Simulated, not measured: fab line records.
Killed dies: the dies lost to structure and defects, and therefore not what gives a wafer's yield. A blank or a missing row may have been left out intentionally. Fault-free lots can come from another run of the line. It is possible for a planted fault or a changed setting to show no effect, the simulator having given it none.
Which tool was responsible? -- flow n5_finfet -- 72 wafers from 24 lots sampled at 5 of the route's 1938 steps

WHAT EACH GAUGE READ, for each wafer
N5_BEOL_M3_INSPECT_13: inspects for defects (brightfield). Usual: raw_defect_count reads 486 (standard deviation 110).
lot,measured,on,raw_defect_count,flag
L074,day 7 19:16,defect_inspect-01,413 351 362,
L075,day 8 07:41,defect_inspect-01,606 626 569,
L076,day 8 11:49,defect_inspect-02,458 479 453,
L077,day 9 03:17,defect_inspect-01,423 464 466,
L078,day 9 05:22,defect_inspect-02,708 586 638,
L079,day 9 12:17,defect_inspect-02,332 470 372,
L080,day 9 17:28,defect_inspect-02,592 384 408,
L081,day 9 18:03,defect_inspect-02,562 500 525,
L082,day 9 19:13,defect_inspect-01,417 522 515,
L083,day 10 04:07,defect_inspect-01,491 476 333,
L086,day 10 11:09,defect_inspect-01,614 589 602,
L084,day 10 12:16,defect_inspect-01,344 537 711,
L085,day 10 13:42,defect_inspect-01,401 531 469,
L087,day 11 08:49,defect_inspect-01,505 478 370,
L088,day 11 09:22,defect_inspect-01,344 268 394,
L089,day 11 10:13,defect_inspect-01,433 419 537,
L091,day 12 01:40,defect_inspect-02,589 447 791,
L092,day 12 14:35,defect_inspect-01,513 380 413,
L093,day 12 15:06,defect_inspect-02,405 321 368,
L094,day 13 06:22,defect_inspect-01,752 676 601,
L090,day 13 09:25,defect_inspect-02,522 420 462,
L095,day 13 09:43,defect_inspect-01,692 369 411,
L096,day 13 20:38,defect_inspect-02,715 436 612,
L097,day 14 02:34,defect_inspect-02,376 306 460,

WHAT TOOL EACH LOT RAN ON (gives the tool, then ch and the chambers of the sampled wafers, and finally the start)
lot,N5_BEOL_M2_SPUTTER_81,N5_BEOL_M2_SPUTTER_86,N5_BEOL_M2_SPUTTER_90,N5_BEOL_M2_ANNEAL_51
L074,"pvd_sputter-01, day 7 13:41","pvd_sputter-01, day 7 13:55","pvd_sputter-01, day 7 14:21","rtp_anneal-02 ch 0, day 7 15:13"
L075,"pvd_sputter-03, day 8 03:49","pvd_sputter-03, day 8 04:02","pvd_sputter-03, day 8 04:28","rtp_anneal-01 ch 0, day 8 05:20"
L076,"pvd_sputter-03, day 8 07:29","pvd_sputter-03, day 8 07:43","pvd_sputter-03, day 8 08:09","rtp_anneal-01 ch 0, day 8 09:03"
L077,"pvd_sputter-01, day 8 23:48","pvd_sputter-01, day 9 00:01","pvd_sputter-01, day 9 00:28","rtp_anneal-01 ch 0, day 9 01:19"
L078,"pvd_sputter-02, day 9 00:03","pvd_sputter-02, day 9 00:16","pvd_sputter-02, day 9 00:43","rtp_anneal-02 ch 0, day 9 01:34"
L079,"pvd_sputter-03, day 9 07:03","pvd_sputter-03, day 9 07:16","pvd_sputter-03, day 9 07:43","rtp_anneal-01 ch 0, day 9 08:34"
L080,"pvd_sputter-01, day 9 10:16","pvd_sputter-01, day 9 10:29","pvd_sputter-01, day 9 10:56","rtp_anneal-01 ch 0, day 9 11:54"
L081,"pvd_sputter-01, day 9 13:17","pvd_sputter-01, day 9 13:31","pvd_sputter-01, day 9 13:57","rtp_anneal-01 ch 0, day 9 14:56"
L082,"pvd_sputter-02, day 9 15:31","pvd_sputter-02, day 9 15:44","pvd_sputter-02, day 9 16:10","rtp_anneal-01 ch 0, day 9 17:04"
L083,"pvd_sputter-02, day 9 22:47","pvd_sputter-02, day 9 23:00","pvd_sputter-02, day 9 23:26","rtp_anneal-01 ch 0, day 10 00:26"
L086,"pvd_sputter-01, day 10 05:21","pvd_sputter-01, day 10 05:34","pvd_sputter-01, day 10 06:01","rtp_anneal-02 ch 0, day 10 06:55"
L084,"pvd_sputter-02, day 10 08:26","pvd_sputter-02, day 10 08:39","pvd_sputter-02, day 10 09:05","rtp_anneal-01 ch 0, day 10 09:57"
L085,"pvd_sputter-02, day 10 10:16","pvd_sputter-02, day 10 10:29","pvd_sputter-02, day 10 10:56","rtp_anneal-01 ch 0, day 10 11:50"
L087,"pvd_sputter-01, day 11 03:42","pvd_sputter-01, day 11 03:55","pvd_sputter-01, day 11 04:22","rtp_anneal-01 ch 0, day 11 05:18"
L088,"pvd_sputter-01, day 11 05:32","pvd_sputter-01, day 11 05:46","pvd_sputter-01, day 11 06:12","rtp_anneal-02 ch 0, day 11 07:15"
L089,"pvd_sputter-02, day 11 06:56","pvd_sputter-02, day 11 07:10","pvd_sputter-02, day 11 07:36","rtp_anneal-02 ch 0, day 11 08:27"
L091,"pvd_sputter-01, day 11 22:05","pvd_sputter-01, day 11 22:18","pvd_sputter-01, day 11 22:44","rtp_anneal-02 ch 0, day 11 23:38"
L092,"pvd_sputter-03, day 12 09:18","pvd_sputter-03, day 12 09:31","pvd_sputter-03, day 12 09:58","rtp_anneal-02 ch 0, day 12 10:52"
L093,"pvd_sputter-02, day 12 09:30","pvd_sputter-02, day 12 09:43","pvd_sputter-02, day 12 10:10","rtp_anneal-01 ch 0, day 12 11:09"
L094,"pvd_sputter-02, day 13 02:42","pvd_sputter-02, day 13 02:55","pvd_sputter-02, day 13 03:22","rtp_anneal-01 ch 0, day 13 04:13"
L090,"pvd_sputter-01, day 13 03:28","pvd_sputter-01, day 13 03:41","pvd_sputter-01, day 13 04:08","rtp_anneal-02 ch 0, day 13 05:03"
L095,"pvd_sputter-03, day 13 04:18","pvd_sputter-03, day 13 04:31","pvd_sputter-03, day 13 04:58","rtp_anneal-02 ch 0, day 13 05:54"
L096,"pvd_sputter-02, day 13 17:15","pvd_sputter-02, day 13 17:28","pvd_sputter-02, day 13 17:55","rtp_anneal-02 ch 0, day 13 18:49"
L097,"pvd_sputter-01, day 13 21:59","pvd_sputter-01, day 13 22:12","pvd_sputter-01, day 13 22:38","rtp_anneal-02 ch 0, day 13 23:55"
- N5_BEOL_M2_SPUTTER_81: material Cu, target thk 4.5 nm, time 8.29 s.
- N5_BEOL_M2_SPUTTER_86: material Cu, target thk 4.5 nm, time 8.29 s.
- N5_BEOL_M2_SPUTTER_90: material Cu, target thk 4.5 nm, time 8.29 s.
- N5_BEOL_M2_ANNEAL_51: time 90 s.

WHAT THE TOOLS THEMSELVES READ (means of the sampled wafers that have a number; where no wafer has one, the mark that the record gives instead)
N5_BEOL_M2_SPUTTER_81. Usual: throttle_valve_pct reads 29.6 % (standard deviation 1.4).
lot,tool,throttle_valve_pct (%),flag
L074,pvd_sputter-01,29.4,
L075,pvd_sputter-03,29.3,
L076,pvd_sputter-03,29.1,
L077,pvd_sputter-01,29.9,
L078,pvd_sputter-02,29.2,
L079,pvd_sputter-03,29.3,
L080,pvd_sputter-01,29.1,
L081,pvd_sputter-01,29.9,
L082,pvd_sputter-02,28.5,
L083,pvd_sputter-02,29.1,
L086,pvd_sputter-01,29.4,
L084,pvd_sputter-02,29.3,
L085,pvd_sputter-02,28.5,
L087,pvd_sputter-01,29.3,
L088,pvd_sputter-01,30.4,
L089,pvd_sputter-02,30.5,
L091,pvd_sputter-01,29.8,
L092,pvd_sputter-03,31.4,
L093,pvd_sputter-02,29.2,
L094,pvd_sputter-02,30.5,
L090,pvd_sputter-01,29.8,
L095,pvd_sputter-03,29.7,
L096,pvd_sputter-02,29.2,
L097,pvd_sputter-01,30.2,

N5_BEOL_M2_SPUTTER_86. Usual: throttle_valve_pct reads 29.6 % (standard deviation 1.4).
lot,tool,throttle_valve_pct (%),flag
L074,pvd_sputter-01,29.4,
L075,pvd_sputter-03,29.3,
L076,pvd_sputter-03,29.0,
L077,pvd_sputter-01,30.0,
L078,pvd_sputter-02,29.3,
L079,pvd_sputter-03,29.3,
L080,pvd_sputter-01,29.2,
L081,pvd_sputter-01,29.9,
L082,pvd_sputter-02,28.5,
L083,pvd_sputter-02,29.3,
L086,pvd_sputter-01,29.5,
L084,pvd_sputter-02,29.2,
L085,pvd_sputter-02,28.4,
L087,pvd_sputter-01,29.3,
L088,pvd_sputter-01,30.6,
L089,pvd_sputter-02,30.6,
L091,pvd_sputter-01,29.7,
L092,pvd_sputter-03,31.4,
L093,pvd_sputter-02,29.2,
L094,pvd_sputter-02,30.8,
L090,pvd_sputter-01,29.8,
L095,pvd_sputter-03,29.7,
L096,pvd_sputter-02,29.2,
L097,pvd_sputter-01,30.0,

N5_BEOL_M2_SPUTTER_90. Usual: throttle_valve_pct reads 29.6 % (standard deviation 1.4).
lot,tool,throttle_valve_pct (%),flag
L074,pvd_sputter-01,29.4,
L075,pvd_sputter-03,29.3,
L076,pvd_sputter-03,29.0,
L077,pvd_sputter-01,29.9,
L078,pvd_sputter-02,29.2,
L079,pvd_sputter-03,29.5,
L080,pvd_sputter-01,29.1,
L081,pvd_sputter-01,30.0,
L082,pvd_sputter-02,28.5,
L083,pvd_sputter-02,29.4,
L086,pvd_sputter-01,29.5,
L084,pvd_sputter-02,29.1,
L085,pvd_sputter-02,28.6,
L087,pvd_sputter-01,29.1,
L088,pvd_sputter-01,30.4,
L089,pvd_sputter-02,30.6,
L091,pvd_sputter-01,29.9,
L092,pvd_sputter-03,31.4,
L093,pvd_sputter-02,29.1,
L094,pvd_sputter-02,30.5,
L090,pvd_sputter-01,29.9,
L095,pvd_sputter-03,29.9,
L096,pvd_sputter-02,29.1,
L097,pvd_sputter-01,29.9,

N5_BEOL_M2_ANNEAL_51. Usual: wafer_temp_C_max reads 225.91 (standard deviation 0.29).
lot,tool,wafer_temp_C_max,flag
L074,rtp_anneal-02,225.84,
L075,rtp_anneal-01,226.30,
L076,rtp_anneal-01,225.99,
L077,rtp_anneal-01,226.14,
L078,rtp_anneal-02,226.01,
L079,rtp_anneal-01,225.60,
L080,rtp_anneal-01,226.21,
L081,rtp_anneal-01,226.28,
L082,rtp_anneal-01,225.92,
L083,rtp_anneal-01,226.05,
L086,rtp_anneal-02,226.08,
L084,rtp_anneal-01,226.32,
L085,rtp_anneal-01,226.03,
L087,rtp_anneal-01,226.16,
L088,rtp_anneal-02,225.96,
L089,rtp_anneal-02,225.85,
L091,rtp_anneal-02,225.83,
L092,rtp_anneal-02,225.60,
L093,rtp_anneal-01,225.86,
L094,rtp_anneal-01,226.05,
L090,rtp_anneal-02,225.86,
L095,rtp_anneal-02,225.49,
L096,rtp_anneal-02,225.64,
L097,rtp_anneal-02,225.49,

THE ANSWER, worked out from the rows above alone
Rule: a lot is off if the mean of its wafers that have a number lies more than 3 standard deviations from the usual mean. Also off: a lot with no number at a reading for which 4 or more lots have one. Where the step has rows for the other lots, those lots are counted as sound. First the gauges in route order, then the tools' own readings, where a lot's mean is used as printed above. The first step at which some lot is off is used, and at that step the reading that is off furthest; a lot without a number counts as furthest.
Nothing can be told from this: no lot is off at any reading shown.

WHAT THE SIMULATOR HAD INSERTED
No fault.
